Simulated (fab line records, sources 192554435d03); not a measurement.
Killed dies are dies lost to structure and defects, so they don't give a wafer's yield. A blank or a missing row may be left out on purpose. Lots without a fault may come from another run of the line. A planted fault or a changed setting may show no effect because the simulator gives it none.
fab line records | flow n5_finfet
record lots=9 wafers=25 last_day=19
route steps=1938 shown DUMMY_GATE@245 SPACER0@261 SD_EPI_N@262 BEOL_M4@1111 PASSIVATION@1936
lots that met no fault: from a run of the same line without faults
start_h: hours from the record's first day to the start of the lot's first wafer shown | wait_h: hours since the lot's step before | " the same as in the row above | L1.1+2: a row that stands for several wafers | - no value, or no start given | * or withheld: withheld | < > ~ a bound
route shown NAME@n: a module of which the file shows steps, and the number in the route of the first | usual: mean/standard deviation of fault-free wafers | same: alike in all rows | chamber/n: place in a boat | sites: the reading at each site | _std_site: their standard deviation | _edge_site: outer sites' mean less inner sites' | radius_mm: how far each site lies from the wafer's centre | mask NAME#n: copy n | behind: the tool/chamber that last shaped the wafer | hold: why the lot was held/for how many hours/how that ended | device: the transistor (n, p or np) that didn't switch | end of line: the same wafers' tests at the end of the route | a step without rows: its recipe alone | killed: dies lost to structure and defects at the first sort, not the wafer's yield | map: a wafer's dies, x killed, . not, _ none there
set.NAME: the setting as run; set.NAME@STEP: as run at that earlier step | model.NAME: the simulator's own value behind a step, which no gauge read
steps of the route over a sample of lots; a table a step, a row a wafer
services: from which hour (start_h, from the record's first day; less than 0 if before it) a tool's chamber was out of use, for how many hours, and why
## steps
# step N5_DUMMY_GATE_HM_OPEN_21
# recipe chemistry=CH3F/O2 target=SiNx target_depth_a=1200 Ar_flow_sccm=150 CH3F_flow_sccm=30 O2_flow_sccm=23 time_s=171.4 pressure_mtorr=30 source_w=395 bias_w=73 ion_energy_ev=120.7
# usual drypump_motor_current_A=5.80/0.25 oes_ar_750_au=0.78/0.094 oes_product_au=0.78/0.1 rf_vpp_V=299/4.5 showerhead_plenum_p_Torr=2.04/0.055 throttle_valve_pct=16.52/0.27
# columns lot.wafer tool chamber start_h wait_h drypump_motor_current_A oes_ar_750_au oes_product_au rf_hours_counter_h rf_vpp_V showerhead_plenum_p_Torr throttle_valve_pct
L250.1 rie_diel-06 3 82.64 0.0 5.89 0.70 0.69 228 299 1.99 16.97
L250.6 " 3 " " 5.89 0.71 0.69 - 299 1.99 16.96
L251.2 rie_diel-01 1 87.41 0.0 6.21 0.76 0.76 151 297 2.11 16.89
L251.5 " 3 " " 5.59 0.73 0.74 - 298 2.02 16.30
L260.1 rie_diel-02 2 147.41 0.0 5.46 0.72 0.73 182 300 2.11 16.76
L260.4 " 0 " " 5.84 0.72 0.72 167 299 1.92 16.53
L260.6 " 2 " " 5.46 0.72 0.72 - 298 2.11 16.75
L262.1 rie_diel-02 2 156.38 0.0 5.44 0.72 0.72 184 300 2.11 16.76
L262.2 " 3 " " 5.82 0.71 0.71 225 308 2.08 16.78
L262.3 " 1 " " 6.34 0.74 0.75 158 307 2.11 16.47
L263.2 rie_diel-06 2 163.79 0.0 6.01 0.75 0.73 166 290 2.01 16.46
L263.3 " 0 " " 5.84 0.90 0.90 16 298 1.99 16.27
L263.4 " 0 " " 5.84 0.90 0.91 - 299 1.99 16.26
L264.2 rie_diel-02 3 167.09 0.0 5.81 0.71 0.71 227 307 2.08 16.79
L264.3 " 1 " " 6.32 0.74 0.74 160 306 2.11 16.47
L264.4 " 2 " " 5.46 0.72 0.72 187 300 2.11 16.76
L265.1 rie_diel-06 1 172.35 0.0 5.75 0.71 0.71 212 290 2.08 16.69
L265.4 " 3 " " 5.90 0.96 0.98 1 298 1.98 16.53
L265.5 " 0 " " 5.84 0.90 0.90 - 298 1.98 16.27
L266.1 rie_diel-02 2 179.34 0.0 5.44 0.71 0.71 191 300 2.11 16.75
L266.2 " 3 " " 5.81 0.70 0.70 232 308 2.08 16.79
L266.4 " 3 " " 5.81 0.71 0.70 - 306 2.08 16.77
L267.3 rie_diel-06 2 184.86 0.0 6.02 0.75 0.73 173 293 2.01 16.48
L267.4 " 3 " " 5.89 0.94 0.95 5 299 1.98 16.54
L267.5 " 3 " " 5.90 0.95 0.96 - 297 1.98 16.55
# step N5_DUMMY_GATE_ETCH_42
# recipe chemistry=CHF3/O2 target=SiO2 target_depth_a=35 time_s=31 ion_energy_ev=30 bias_w=12 pressure_mtorr=30 source_w=600 Ar_flow_sccm=200 CHF3_flow_sccm=50 O2_flow_sccm=5
# usual drypump_motor_current_A=5.83/0.22 oes_ar_750_au=0.78/0.085 oes_product_au=0.78/0.094 rf_vpp_V=42.2/1 showerhead_plenum_p_Torr=2.42/0.061 throttle_valve_pct=18.84/0.27
# columns lot.wafer tool chamber start_h wait_h drypump_motor_current_A oes_ar_750_au oes_product_au rf_hours_counter_h rf_vpp_V showerhead_plenum_p_Torr throttle_valve_pct
L250.1 rie_diel-06 3 83.13 0.1 5.90 0.71 0.69 228 43.3 2.37 19.26
L250.6 " 3 " " 5.88 0.71 0.69 - 42.4 2.37 19.27
L251.2 rie_diel-06 0 87.88 0.1 5.88 0.68 0.69 247 41.4 2.38 18.99
L251.5 " 3 " " 5.88 0.70 0.70 - 41.7 2.37 19.28
L260.1 rie_diel-01 2 147.82 0.0 5.61 0.91 0.94 25 42.7 2.35 18.63
L260.4 " 1 " " 6.23 0.74 0.74 169 41.1 2.51 19.27
L260.6 " 2 " " 5.62 0.91 0.94 - 44.2 2.35 18.63
L262.1 rie_diel-06 1 156.79 0.0 5.73 0.72 0.70 207 42.8 2.48 19.00
L262.2 " 0 " " 5.85 0.91 0.92 13 41.5 2.37 18.62
L262.3 " 2 " " 6.01 0.76 0.74 163 42.2 2.40 18.75
L263.2 rie_diel-06 0 164.20 0.0 5.89 0.90 0.90 17 41.7 2.37 18.62
L263.3 " 2 " " 6.00 0.75 0.73 167 41.1 2.40 18.77
L263.4 " 1 " " 5.72 0.72 0.70 - 42.3 2.48 19.00
L264.2 rie_diel-01 0 167.56 0.1 5.65 0.89 0.90 38 42.8 2.45 18.45
L264.3 " 3 " " 5.54 0.71 0.71 187 41.2 2.40 18.63
L264.4 " 1 " " 6.25 0.74 0.74 175 41.8 2.50 19.28
L265.1 rie_diel-01 2 172.76 0.0 5.61 0.89 0.92 33 43.3 2.35 18.64
L265.4 " 3 " " 5.58 0.71 0.71 188 42.1 2.40 18.63
L265.5 " 1 " " 6.21 0.74 0.73 - 42.9 2.50 19.29
L266.1 rie_diel-06 1 179.82 0.0 5.72 0.71 0.70 215 42.0 2.48 19.02
L266.2 " 3 " " 5.91 0.95 0.95 4 42.7 2.36 18.89
L266.4 " 0 " " 5.85 0.88 0.90 22 41.7 2.37 18.63
L267.3 rie_diel-01 3 185.27 0.0 5.56 0.70 0.72 192 41.3 2.40 18.64
L267.4 " 1 " " 6.18 0.74 0.73 181 42.4 2.50 19.28
L267.5 " 2 " " 5.62 0.89 0.93 - 44.0 2.35 18.65
# step N5_SPACER0_INSPECT_04
# recipe inspect_instrument=darkfield mode=post_dep
# usual raw_defect_count=149/34
# columns lot.wafer tool chamber start_h wait_h raw_defect_count
L250.1 defect_inspect-01 - 83.97 0.1 130
L250.6 " - " " 144
L251.2 defect_inspect-01 - 89.27 0.1 119
L251.5 " - " " 106
L260.1 defect_inspect-02 - 148.66 0.1 135
L260.4 " - " " 126
L260.6 " - " " 160
L262.1 defect_inspect-01 - 157.63 0.1 103
L262.2 " - " " 107
L262.3 " - " " 121
L263.2 defect_inspect-01 - 165.04 0.1 136
L263.3 " - " " 94
L263.4 " - " " 145
L264.2 defect_inspect-02 - 168.40 0.1 179
L264.3 " - " " 213
L264.4 " - " " 256
L265.1 defect_inspect-01 - 173.93 0.1 136
L265.4 " - " " 251
L265.5 " - " " 128
L266.1 defect_inspect-02 - 180.74 0.1 153
L266.2 " - " " 186
L266.4 " - " " 170
L267.3 defect_inspect-01 - 186.68 0.1 126
L267.4 " - " " 118
L267.5 " - " " 125
# step N5_SD_EPI_N_COAT_32
# recipe resist=SOC temp_c=250 time_s=60 spin_rpm=1500 resist_thk_nm=350
# usual exhaust_pa=44.9/0.81 heater_power_total_W=500.7/1.7 run_length_s=66.12/0.2
# columns lot.wafer tool chamber start_h wait_h exhaust_pa heater_power_total_W run_length_s
L250.1 litho_track-01 0 84.00 0.0 46.2 525.6 61.23
L250.6 " 0 " " 44.6 497.4 66.18
L251.2 litho_track-01 0 89.30 0.0 44.6 529.0 61.23
L251.5 " 0 " " 43.2 500.8 66.32
L260.1 litho_track-01 0 148.69 0.0 44.2 502.3 66.29
L260.4 " 0 " " 44.0 501.6 66.34
L260.6 " 0 " " 45.4 499.5 66.22
L262.1 litho_track-01 0 157.66 0.0 45.0 497.7 66.13
L262.2 " 0 " " 44.8 502.3 66.31
L262.3 " 0 " " 46.7 501.6 66.30
L263.2 litho_track-02 0 165.07 0.0 44.2 498.7 65.76
L263.3 " 0 " " 45.1 500.2 65.78
L263.4 " 0 " " 45.1 503.4 65.84
L264.2 litho_track-01 0 168.43 0.0 45.1 503.1 66.22
L264.3 " 0 " " 45.0 502.3 66.29
L264.4 " 0 " " 45.7 497.5 66.24
L265.1 litho_track-01 0 173.97 0.0 46.0 503.0 66.15
L265.4 " 0 " " 44.5 500.6 66.19
L265.5 " 0 " " 45.2 501.6 66.30
L266.1 litho_track-01 0 180.77 0.0 46.2 499.6 66.11
L266.2 " 0 " " 45.7 501.4 66.19
L266.4 " 0 " " 45.5 499.7 66.09
L267.3 litho_track-03 0 186.71 0.0 44.8 500.5 65.83
L267.4 " 0 " " 45.7 499.8 65.87
L267.5 " 0 " " 45.9 499.2 65.87
# step N5_BEOL_M4_RC_MEAS_101
# usual DIBL_N=35.3/1.8 DIBL_P=35.2/2.2 IOFF_N=0.144/0.029 IOFF_P=0.19/0.031 ION_N=670/12 ION_P=460/7.6 SS_N=71.2/0.62 SS_P=73.0/0.69 VT_N=251/3.4 VT_P=-251.4/2.6
# columns lot.wafer tool chamber start_h wait_h DIBL_N[mV/V] DIBL_P[mV/V] IOFF_N[nA/um] IOFF_P[nA/um] ION_N[uA/um] ION_P[uA/um] SS_N[mV/dec] SS_P[mV/dec] VT_N[mV] VT_P[mV]
L250.1 prober-01 0 236.78 0.0 36.7 36.9 0.172 0.21 675 459 72.3 73.8 249 -252.4
L250.6 " 0 " " 34.0 34.2 0.124 0.16 651 449 71.8 73.0 255 -253.9
L251.2 prober-02 0 237.39 0.2 35.3 35.4 0.144 0.20 670 469 71.5 73.3 250 -250.0
L251.5 " 0 " " 33.2 33.2 0.124 0.18 668 460 70.3 72.4 249 -250.6
L262.1 prober-01 0 306.10 0.0 36.0 34.9 0.143 0.19 659 456 71.5 72.6 254 -249.3
L262.2 " 0 " " 35.0 34.2 0.130 0.18 673 465 70.1 72.3 251 -252.6
L262.3 " 0 " " 32.7 31.9 0.108 0.16 665 468 70.4 72.3 252 -250.9
L264.2 prober-02 0 309.54 0.2 34.2 33.7 0.142 0.19 685 470 70.9 72.5 250 -249.0
L264.3 " 0 " " 32.6 31.2 0.108 0.16 667 460 71.0 72.6 253 -253.1
L264.4 " 0 " " 33.4 32.4 0.120 0.18 684 474 70.9 72.9 254 -249.8
L260.1 prober-02 0 315.18 0.0 35.6 36.8 0.138 0.20 676 467 71.4 73.2 252 -252.4
L260.4 " 0 " " 34.3 33.9 0.111 0.16 669 466 71.0 72.4 255 -254.0
L260.6 " 0 " " 36.8 37.6 0.154 0.21 672 458 71.3 73.4 252 -252.4
L263.2 prober-01 0 315.85 0.5 35.2 35.2 0.151 0.20 655 453 72.2 73.2 251 -252.5
L263.3 " 0 " " 36.2 36.5 0.167 0.22 669 463 72.6 73.1 248 -248.8
L263.4 " 0 " " 37.1 38.4 0.194 0.26 677 463 71.3 73.8 246 -247.0
L265.1 prober-02 0 318.38 0.0 38.2 38.3 0.193 0.24 678 463 72.3 73.8 246 -248.2
L265.4 " 0 " " 36.5 36.2 0.149 0.22 677 461 71.6 72.4 252 -249.9
L265.5 " 0 " " 33.5 32.3 0.112 0.16 671 467 71.1 71.8 251 -253.5
L266.1 prober-01 0 324.31 0.0 35.8 35.3 0.138 0.20 668 456 71.2 73.1 250 -249.3
L266.2 " 0 " " 37.0 37.5 0.159 0.23 661 460 71.6 72.8 250 -248.0
L266.4 " 0 " " 33.9 33.2 0.114 0.16 651 450 70.2 72.4 254 -253.4
L267.3 prober-01 0 341.91 0.3 35.6 34.8 0.137 0.18 667 456 71.4 73.4 254 -254.8
L267.4 " 0 " " 40.4 40.9 0.234 0.28 680 461 73.2 74.8 244 -247.3
L267.5 " 0 " " 37.9 37.7 0.171 0.23 670 460 72.4 74.4 247 -250.3
# step N5_PASSIVATION_PROBE_49
# usual defect_limited_yield=91.0/1.4 killed_at_M0_to_M3=36/10 killed_at_M4_up=15/5 killed_at_contacts=12/6.1 killed_at_front_end=40/13 killed_at_other=3.8/2.9 killed_dies=106/16 killed_on_rim=14/4.1 killed_open=68/12 killed_short=35/8.2 sort_bin_5_function=5.2/0.9 sort_bin_6_memory=3.4/0.71 sort_n_pass=1073/17 sort_yield_pct=91.0/1.5
# same gross_dies=1180 killed_at_back_side=0 sort_bin_4_leakage[%]=0 sort_bin_8_speed[%]=0
# columns lot.wafer tool chamber start_h wait_h defect_limited_yield[%] killed_at_M0_to_M3 killed_at_M4_up killed_at_contacts killed_at_front_end killed_at_other killed_dies killed_on_rim killed_open killed_short sort_bin_5_function[%] sort_bin_6_memory[%] sort_n_pass sort_yield_pct[%]
L251.2 prober-02 - 363.11 0.1 92.3 29 21 13 25 3 91 14 68 21 4.2 3.2 1089 92.3
L251.5 prober-02 - 363.26 0.2 90.5 34 27 16 33 2 112 19 80 32 5.6 3.7 1068 90.5
L250.1 prober-01 - 375.68 0.2 90.3 35 16 4 53 7 115 14 70 39 5.2 4.0 1065 90.3
L250.6 prober-01 - 375.93 0.5 88.3 49 25 3 58 3 138 16 76 55 6.7 4.7 1042 88.3
L262.1 prober-01 - 412.87 0.0 89.8 47 4 14 53 2 120 12 81 39 6.2 3.9 1060 89.8
L262.2 prober-01 - 412.92 0.1 92.0 27 11 11 38 7 94 16 53 33 4.6 2.7 1086 92.0
L262.3 prober-01 - 412.97 0.1 86.8 67 14 6 60 9 156 20 100 55 8.6 4.2 1024 86.8
L263.2 prober-02 - 429.02 0.1 88.8 44 10 12 64 2 132 19 81 43 6.0 4.3 1048 88.8
L263.3 prober-02 - 429.07 0.1 91.0 35 19 4 45 3 106 17 60 43 5.2 3.6 1074 91.0
L263.4 prober-02 - 429.12 0.2 90.3 33 15 18 36 13 115 15 79 32 5.5 3.6 1065 90.3
L266.1 prober-01 - 442.42 0.0 91.7 16 21 30 29 2 98 10 74 20 4.8 3.2 1082 91.7
L266.2 prober-01 - 442.47 0.1 93.9 21 14 10 25 2 72 12 44 27 3.5 2.5 1108 93.9
L266.4 prober-01 - 442.57 0.2 91.2 36 12 14 41 1 104 9 63 38 5.4 3.1 1076 91.2
# killed by level:class
L251.2 MOL_CONTACT_COAG:geometric_particle:open=11 BEOL_M4:geometric_particle:open=11 BEOL_M3:geometric_particle:open=8 BEOL_M2:geometric_particle:open=6 BEOL_M5:geometric_particle:open=5 FIN_SAQP:geometric_particle:open=4 STI_FIN_REVEAL:geometric_particle:open=4 GATE_CUT:geometric_particle:short=4
L251.5 MOL_CONTACT_COAG:geometric_particle:open=15 BEOL_M1:geometric_particle:open=9 BEOL_M4:geometric_particle:open=9 BEOL_M3:geometric_particle:open=7 FIN_SAQP:geometric_particle:short=6 FIN_SAQP:geometric_particle:open=6 GATE_CUT:geometric_particle:short=6 BEOL_M0_SAQP:geometric_particle:open=6
L250.1 STI_FIN_REVEAL:geometric_particle:open=19 BEOL_M0_SAQP:geometric_particle:open=9 BEOL_M4:geometric_particle:open=8 FIN_SAQP:geometric_particle:short=6 STI_FIN_REVEAL:geometric_particle:short=6 BEOL_M1:geometric_particle:open=5 BEOL_M2:geometric_particle:open=5 BEOL_M0_SAQP:geometric_particle:short=4
L250.6 BEOL_M0_SAQP:geometric_particle:short=16 STI_FIN_REVEAL:geometric_particle:open=13 FIN_SAQP:geometric_particle:open=10 FIN_SAQP:geometric_particle:short=10 BEOL_M1:geometric_particle:open=9 BEOL_M4:geometric_particle:open=7 BEOL_M2:geometric_particle:open=6 STARTING-WAFER:geometric_particle:open=6
L262.1 FIN_SAQP:geometric_particle:open=17 MOL_CONTACT_COAG:geometric_particle:open=13 BEOL_M0_SAQP:geometric_particle:short=13 BEOL_M3:geometric_particle:open=10 BEOL_M0_SAQP:geometric_particle:open=9 FIN_SAQP:geometric_particle:short=8 STI_FIN_REVEAL:geometric_particle:open=5 BEOL_M1:geometric_particle:open=5
L262.2 FIN_SAQP:geometric_particle:open=8 MOL_CONTACT_COAG:geometric_particle:open=8 BEOL_M0_SAQP:geometric_particle:short=7 BEOL_M2:geometric_particle:open=7 FIN_SAQP:geometric_particle:short=5 DUMMY_GATE:geometric_particle:open=5 BEOL_M0_SAQP:geometric_particle:open=5 STARTING-WAFER:geometric_particle:open=4
L262.3 BEOL_M0_SAQP:geometric_particle:open=19 FIN_SAQP:geometric_particle:open=16 FIN_SAQP:geometric_particle:short=14 BEOL_M0_SAQP:geometric_particle:short=14 BEOL_M1:geometric_particle:open=14 GATE_CUT:geometric_particle:short=6 MOL_CONTACT_COAG:geometric_particle:open=6 BEOL_M2:geometric_particle:open=6
L263.2 STI_FIN_REVEAL:geometric_particle:open=23 BEOL_M0_SAQP:geometric_particle:short=12 BEOL_M2:geometric_particle:open=10 BEOL_M0_SAQP:geometric_particle:open=9 MOL_CONTACT_COAG:geometric_particle:short=7 FIN_SAQP:geometric_particle:open=6 HKMG_FIN:area_etch=6 FIN_SAQP:geometric_particle:short=5
L263.3 STI_FIN_REVEAL:geometric_particle:open=16 BEOL_M0_SAQP:geometric_particle:short=13 FIN_SAQP:geometric_particle:short=12 BEOL_M0_SAQP:geometric_particle:open=9 FIN_SAQP:geometric_particle:open=6 MOL_CONTACT_COAG:geometric_particle:open=4 BEOL_M2:geometric_particle:open=4 BEOL_M4:geometric_particle:open=3
L263.4 STI_FIN_REVEAL:geometric_particle:open=14 BEOL_M2:geometric_particle:open=14 MOL_CONTACT_COAG:geometric_particle:open=12 BEOL_M4:geometric_particle:open=11 BEOL_M0_SAQP:geometric_particle:open=7 GATE_CUT:geometric_particle:short=7 MOL_CONTACT_COAG:geometric_particle:short=6 BEOL_M0_SAQP:geometric_particle:short=5
L266.1 MOL_CONTACT_COAG:geometric_particle:open=27 BEOL_M4:geometric_particle:open=9 FIN_SAQP:geometric_particle:open=7 STI_FIN_REVEAL:geometric_particle:open=6 BEOL_M4:geometric_particle:short=5 DUMMY_GATE:geometric_particle:open=3 MOL_CONTACT_COAG:geometric_particle:short=3 BEOL_M0:geometric_particle:open=3
L266.2 BEOL_M3:geometric_particle:open=12 MOL_CONTACT_COAG:geometric_particle:open=7 FIN_SAQP:geometric_particle:open=6 STARTING-WAFER:geometric_particle:short=6 BEOL_M4:geometric_particle:open=5 STI_FIN_REVEAL:geometric_particle:open=4 BEOL_M3:geometric_particle:short=4 MOL_CONTACT_COAG:geometric_particle:short=3
L266.4 BEOL_M0_SAQP:geometric_particle:open=12 BEOL_M0_SAQP:geometric_particle:short=10 FIN_SAQP:geometric_particle:short=8 FIN_SAQP:geometric_particle:open=8 MOL_CONTACT_COAG:geometric_particle:open=8 BEOL_M3:geometric_particle:open=7 STI_FIN_REVEAL:geometric_particle:open=6 BEOL_M4:geometric_particle:open=6
## services
# columns tool chamber start_h hours kind
rie_diel-02 - 66.97 0.4 repair
rie_diel-06 0 73.05 1.6 repair
rie_diel-01 1 80.56 2.8 repair
rie_diel-06 3 89.40 2.9 repair
rie_diel-06 0 95.54 - clean
rie_diel-06 0 95.54 - consumable_replace:focus_ring
rie_diel-06 0 95.54 18.5 scheduled_down
rie_diel-06 0 95.54 18.5 vent_cycle
litho_track-03 - 106.77 - consumable_replace:filter
rie_diel-01 1 108.62 3.8 repair
rie_diel-06 1 109.79 12.2 repair
rie_diel-02 - 137.37 2.8 pm
rie_diel-02 3 140.90 6.3 repair
rie_diel-06 3 143.08 - clean
rie_diel-06 3 143.08 - consumable_replace:focus_ring
rie_diel-06 3 143.08 25.0 scheduled_down
rie_diel-06 3 143.08 25.0 vent_cycle
rie_diel-02 - 174.85 0.5 repair
rie_diel-01 2 175.04 8.4 repair
rie_diel-02 1 176.31 7.1 repair
rie_diel-02 0 177.64 1.8 repair
## key
first_sign step=N5_SD_EPI_N_COAT_32 reading=run_length_s direction=down sigmas=24 usual=* struck=*
effect step=N5_SD_EPI_N_COAT_32 reading=heater_power_total_W direction=up sigmas=15 usual=* struck=*
met_at N5_SD_EPI_N_COAT_32
struck_lots L250,L251
struck_wafers L250.1,L251.2
not_acting_at N5_DUMMY_GATE_HM_OPEN_21,N5_DUMMY_GATE_ETCH_42,N5_SPACER0_INSPECT_04
fault kind=process_parameter_drift tool=litho_track-01 chamber=- onset_h=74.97 steps=N5_SD_EPI_N_COAT_32 channel=time_s offset=* shape=step end_h=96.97 scope=struck_wafers_only acts_in=* stated=*
